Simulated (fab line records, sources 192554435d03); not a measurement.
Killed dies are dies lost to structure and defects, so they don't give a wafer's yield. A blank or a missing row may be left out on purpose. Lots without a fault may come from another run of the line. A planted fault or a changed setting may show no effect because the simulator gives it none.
Which tool did it? | flow n5_finfet | 9 lots, 26 wafers sampled, at 6 steps of a route of 1938

WHAT THE GAUGES READ, wafer by wafer
N5_GATE_CUT_INSPECT_15: inspects for defects (brightfield). Usual: raw_defect_count 139, standard deviation 53.
lot  | measured     | on                | raw_defect_count | flag
L217 | day 4 23:06  | defect_inspect-02 | 104 178 138      |
L223 | day 6 10:28  | defect_inspect-01 | 154 146 126      |
L226 | day 7 02:47  | defect_inspect-02 | 109 91 64        |
L231 | day 8 08:34  | defect_inspect-01 | 143 111 147      |
L232 | day 8 13:23  | defect_inspect-01 | 131 146 73       |
L233 | day 8 15:35  | defect_inspect-02 | 76 78 68         |
L237 | day 10 09:43 | defect_inspect-01 | 121 69           |
L238 | day 10 16:50 | defect_inspect-01 | 136 99 140       |
L239 | day 11 05:52 | defect_inspect-01 | 159 111 154      |

N5_BEOL_M4_RC_MEAS_101. Usual: DIBL_N 36.2 mV/V, standard deviation 1.5; DIBL_P 36.4 mV/V, standard deviation 2.1; IOFF_N 0.16 nA/um, standard deviation 0.031; IOFF_P 0.21 nA/um, standard deviation 0.037; ION_N 679 uA/um, standard deviation 11; ION_P 465 uA/um, standard deviation 7.7; SS_N 71.4 mV/dec, standard deviation 0.55; SS_P 73.2 mV/dec, standard deviation 0.63; VT_N 249 mV, standard deviation 3.3; VT_P -250 mV, standard deviation 3.4.
lot  | measured     | on        | DIBL_N (mV/V)  | DIBL_P (mV/V)  | IOFF_N (nA/um) | IOFF_P (nA/um) | ION_N (uA/um) | ION_P (uA/um) | SS_N (mV/dec)  | SS_P (mV/dec)  | VT_N (mV)   | VT_P (mV)      | flag
L217 | day 7 23:35  | prober-02 | 35.3 39.2 34.3 | 34.8 39.8 33.7 | 0.16 0.24 0.13 | 0.19 0.28 0.18 | 679 696 673   | 465 470 456   | 71.8 72.5 71.5 | 73.6 74.4 72.1 | 246 243 251 | -251 -245 -254 |
L223 | day 10 08:27 | prober-02 | 36.1 37.5 34.2 | 37.4 40.0 36.7 | 0.15 0.18 0.13 | 0.18 0.22 0.17 | 668 683 663   | 453 461 454   | 72.2 72.6 71.3 | 73.5 73.6 73.4 | 252 249 255 | -254 -251 -255 |
L226 | day 10 13:52 | prober-01 | 37.5 34.5 36.5 | 36.4 34.1 36.2 | 0.21 0.14 0.20 | 0.26 0.22 0.26 | 681 682 690   | 471 476 472   | 71.8 70.7 71.4 | 72.5 72.7 72.7 | 244 248 245 | -246 -246 -246 |
L237 | day 13 20:05 | prober-01 | 33.8 36.4      | 33.1 36.4      | 0.12 0.17      | 0.17 0.22      | 663 692       | 462 474       | 70.7 71.4      | 72.3 73.4      | 251 245     | -253 -247      |
L238 | day 14 03:27 | prober-01 | 38.0 35.9 34.6 | 39.9 36.3 34.2 | 0.19 0.15 0.13 | 0.26 0.20 0.17 | 672 660 675   | 464 453 457   | 71.5 71.2 71.2 | 73.8 73.0 72.9 | 249 252 250 | -245 -250 -249 |
L239 | day 14 04:31 | prober-02 | 35.0 36.9 37.2 | 35.3 36.5 36.8 | 0.16 0.17 0.19 | 0.21 0.21 0.22 | 693 682 680   | 463 467 465   | 70.4 72.3 71.8 | 73.5 74.0 74.4 | 248 251 248 | -250 -249 -250 |

WHICH TOOL RAN EACH LOT (tool, then ch and the chambers of the sampled wafers, then the start)
lot  | N5_GATE_CUT_ETCH_28                | N5_GATE_CUT_CUT_ETCH_54           | N5_GATE_CUT_CUT_ETCH_55           | N5_GATE_CUT_VAPOR_ETCH_48
L217 | rie_diel-04 ch 0,3, day 4 23:10    | rie_metal-03 ch 0,1, day 4 23:35  | rie_metal-03 ch 0,1, day 4 23:39  | rie_metal-03 ch 0,1, day 4 23:43
L223 | rie_diel-06 ch 2,3, day 6 10:32    | rie_metal-02 ch 1, day 6 11:01    | rie_metal-02 ch 1, day 6 11:08    | rie_metal-02 ch 1, day 6 11:15
L226 | rie_diel-06 ch 0,1,3, day 7 02:52  | rie_metal-03 ch 0,1, day 7 03:17  | rie_metal-03 ch 0,1, day 7 03:20  | rie_metal-03 ch 0,1, day 7 03:24
L231 | rie_diel-06 ch 0,1,2, day 8 08:38  | rie_metal-03 ch 0,1, day 8 09:04  | rie_metal-03 ch 0,1, day 8 09:07  | rie_metal-03 ch 0,1, day 8 09:11
L232 | rie_diel-04 ch 0,2,3, day 8 13:28  | rie_metal-01 ch 0,1, day 8 13:53  | rie_metal-01 ch 0,1, day 8 13:56  | rie_metal-01 ch 0,1, day 8 14:00
L233 | rie_diel-04 ch 0,3, day 8 15:40    | rie_metal-03 ch 0,1, day 8 16:05  | rie_metal-03 ch 0,1, day 8 16:09  | rie_metal-03 ch 0,1, day 8 16:13
L237 | rie_diel-06 ch 0,2, day 10 09:47   | rie_metal-03 ch 0,1, day 10 10:14 | rie_metal-03 ch 0,1, day 10 10:17 | rie_metal-03 ch 0,1, day 10 10:21
L238 | rie_diel-05 ch 1,2,3, day 10 16:55 | rie_metal-03 ch 0,1, day 10 17:20 | rie_metal-03 ch 0,1, day 10 17:24 | rie_metal-03 ch 0,1, day 10 17:28
L239 | rie_diel-06 ch 0,1,3, day 11 05:56 | rie_metal-02 ch 0,1, day 11 06:22 | rie_metal-02 ch 0,1, day 11 06:25 | rie_metal-02 ch 0,1, day 11 06:29
- N5_GATE_CUT_ETCH_28: etches underlayer in N2/H2, target depth 13 nm, time 10.4 s.
- N5_GATE_CUT_CUT_ETCH_54: etches TiN in Cl2/BCl3, target depth 96.7 nm.
- N5_GATE_CUT_CUT_ETCH_55: etches HfO2 in BCl3, target depth 3.2 nm.
- N5_GATE_CUT_VAPOR_ETCH_48: etches TiN in BCl3/Cl2.

WHAT THE TOOLS THEMSELVES READ (means of the sampled wafers that have a number; where no wafer has one, the mark that the record gives instead)
N5_GATE_CUT_ETCH_28. Usual: bias_w 150.0 W, standard deviation 0.46; chamber_pressure_mTorr 30.001 mTorr, standard deviation 0.028; drypump_motor_current_A 5.7 A, standard deviation 0.41; etch_rf_on_time_s 10.39 s, standard deviation 0.21; oes_product_au 0.70 a.u., standard deviation 0.078; rf_vpp_V 525.5 V, standard deviation 2.9; showerhead_plenum_p_Torr 2.60 Torr, standard deviation 0.1; throttle_valve_pct 17.85 %, standard deviation 0.27.
lot  | tool        | bias_w (W) | chamber_pressure_mTorr (mTorr) | drypump_motor_current_A (A) | etch_rf_on_time_s (s) | oes_product_au (a.u.) | rf_vpp_V (V) | showerhead_plenum_p_Torr (Torr) | throttle_valve_pct (%) | flag
L217 | rie_diel-04 | 149.5      | 30.004                         | 6.0                         | 10.13                 | 0.69                  | 526.6        | 2.61                            | 18.00                  |
L223 | rie_diel-06 | 150.1      | 30.019                         | 5.7                         | 10.58                 | 0.69                  | 527.1        | 2.67                            | 17.79                  |
L226 | rie_diel-06 | 150.4      | 29.978                         | 5.5                         | 10.30                 | 0.78                  | 527.6        | 2.71                            | 17.66                  |
L231 | rie_diel-06 | 149.8      | 29.990                         | 5.6                         | 10.26                 | 0.78                  | 528.3        | 2.67                            | 17.62                  |
L232 | rie_diel-04 | 150.3      | 29.990                         | 6.0                         | 10.41                 | 0.64                  | 523.3        | 2.54                            | 18.06                  |
L233 | rie_diel-04 | 149.9      | 30.022                         | 6.2                         | 10.32                 | 0.69                  | 525.9        | 2.59                            | 18.02                  |
L237 | rie_diel-06 | 149.8      | 30.002                         | 5.9                         | 10.09                 | 0.77                  | 527.1        | 2.66                            | 17.84                  |
L238 | rie_diel-05 | 149.8      | 30.021                         | 5.2                         | 10.67                 | 0.63                  | 521.7        | 2.47                            | 18.10                  |
L239 | rie_diel-06 | 149.9      | 29.990                         | 5.5                         | 10.37                 | 0.73                  | 527.6        | 2.70                            | 17.72                  |

N5_GATE_CUT_CUT_ETCH_54. Usual: bcl3_flow_sccm 21.73 sccm, standard deviation 0.061; bias_w 126.0 W, standard deviation 0.36; drypump_motor_current_A 6.0 A, standard deviation 0.45; etch_rf_on_time_s 36.7 s, standard deviation 0.73; oes_product_au 0.69 a.u., standard deviation 0.076; throttle_valve_pct 22.35 %, standard deviation 0.24.
lot  | tool         | bcl3_flow_sccm (sccm) | bias_w (W) | drypump_motor_current_A (A) | etch_rf_on_time_s (s) | oes_product_au (a.u.) | throttle_valve_pct (%) | flag
L217 | rie_metal-03 | 21.74                 | 125.7      | 6.4                         | 37.4                  | 0.77                  | 22.41                  |
L223 | rie_metal-02 | 21.83                 | 126.1      | 6.1                         | 35.5                  | 0.74                  | 22.04                  |
L226 | rie_metal-03 | 21.76                 | 125.6      | 6.4                         | 37.1                  | 0.75                  | 22.41                  |
L231 | rie_metal-03 | -                     | -          | -                           | -                     | -                     | -                      | OFF
L232 | rie_metal-01 | -                     | -          | -                           | -                     | -                     | -                      | OFF
L233 | rie_metal-03 | -                     | -          | -                           | -                     | -                     | -                      | OFF
L237 | rie_metal-03 | 21.69                 | 126.0      | 6.2                         | 37.4                  | 0.72                  | 22.51                  |
L238 | rie_metal-03 | 21.72                 | 125.8      | 6.1                         | 37.2                  | 0.71                  | 22.55                  |
L239 | rie_metal-02 | 21.75                 | 126.1      | 6.0                         | 36.4                  | 0.82                  | 22.22                  |

N5_GATE_CUT_CUT_ETCH_55. Usual: bcl3_flow_sccm 79.98 sccm, standard deviation 0.24; bias_w 17.99 W, standard deviation 0.057; drypump_motor_current_A 6.0 A, standard deviation 0.45; oes_product_au 0.77 a.u., standard deviation 0.086; throttle_valve_pct 33.0 %, standard deviation 0.48.
lot  | tool         | bcl3_flow_sccm (sccm) | bias_w (W) | drypump_motor_current_A (A) | oes_product_au (a.u.) | throttle_valve_pct (%) | flag
L217 | rie_metal-03 | 79.69                 | 17.97      | 6.4                         | 0.86                  | 33.1                   |
L223 | rie_metal-02 | 80.17                 | 18.00      | 6.1                         | 0.81                  | 32.4                   |
L226 | rie_metal-03 | 79.99                 | 18.01      | 6.4                         | 0.84                  | 33.1                   |
L231 | rie_metal-03 | 80.14                 | 17.93      | 6.4                         | 0.31                  | 33.1                   | OFF
L232 | rie_metal-01 | 80.03                 | 17.99      | 5.2                         | 0.26                  | 33.0                   | OFF
L233 | rie_metal-03 | 79.83                 | 17.98      | 6.4                         | 0.31                  | 33.1                   | OFF
L237 | rie_metal-03 | 80.12                 | 18.02      | 6.3                         | 0.81                  | 33.2                   |
L238 | rie_metal-03 | 80.07                 | 17.92      | 6.1                         | 0.80                  | 33.3                   |
L239 | rie_metal-02 | 79.80                 | 17.99      | 6.0                         | 0.90                  | 32.9                   |

N5_GATE_CUT_VAPOR_ETCH_48. Usual: drypump_motor_current_A 6.0 A, standard deviation 0.45; he_backside_leak_sccm 3.36 sccm, standard deviation 0.22; oes_product_au 0.77 a.u., standard deviation 0.087.
lot  | tool         | drypump_motor_current_A (A) | he_backside_leak_sccm (sccm) | oes_product_au (a.u.) | flag
L217 | rie_metal-03 | 6.4                         | 3.36                         | 0.86                  |
L223 | rie_metal-02 | 6.0                         | 3.18                         | 0.82                  |
L226 | rie_metal-03 | 6.4                         | 3.55                         | 0.84                  |
L231 | rie_metal-03 | 6.4                         | 3.52                         | 0.82                  |
L232 | rie_metal-01 | 5.2                         | 3.47                         | 0.68                  |
L233 | rie_metal-03 | 6.4                         | 3.58                         | 0.82                  |
L237 | rie_metal-03 | 6.2                         | 3.63                         | 0.80                  |
L238 | rie_metal-03 | 6.1                         | 3.46                         | 0.80                  |
L239 | rie_metal-02 | 6.0                         | 3.25                         | 0.90                  |

THE ANSWER, worked out from the rows above alone
Rule: a lot is off if the mean of its wafers that have a number lies more than 3 standard deviations from the usual mean. A lot without any number at a reading at which 4 lots or more have one is off too. The other lots that the step has rows for count as sound. The gauges are gone through in route order, then the tools' own readings, and for those a lot's mean is taken as printed above. The first step at which some lot is off is used, and at that step the reading that is off furthest; a lot without a number counts as furthest.
Off: L231, L232, L233, at N5_GATE_CUT_CUT_ETCH_54 (bcl3_flow_sccm). Without a number there: L231, L232, L233.
A tool fits if, at that step or a process step before it, it ran every lot that is off, and no sound lot after the first of them. None of those tried fits.

WHAT THE SIMULATOR HAD PUT IN
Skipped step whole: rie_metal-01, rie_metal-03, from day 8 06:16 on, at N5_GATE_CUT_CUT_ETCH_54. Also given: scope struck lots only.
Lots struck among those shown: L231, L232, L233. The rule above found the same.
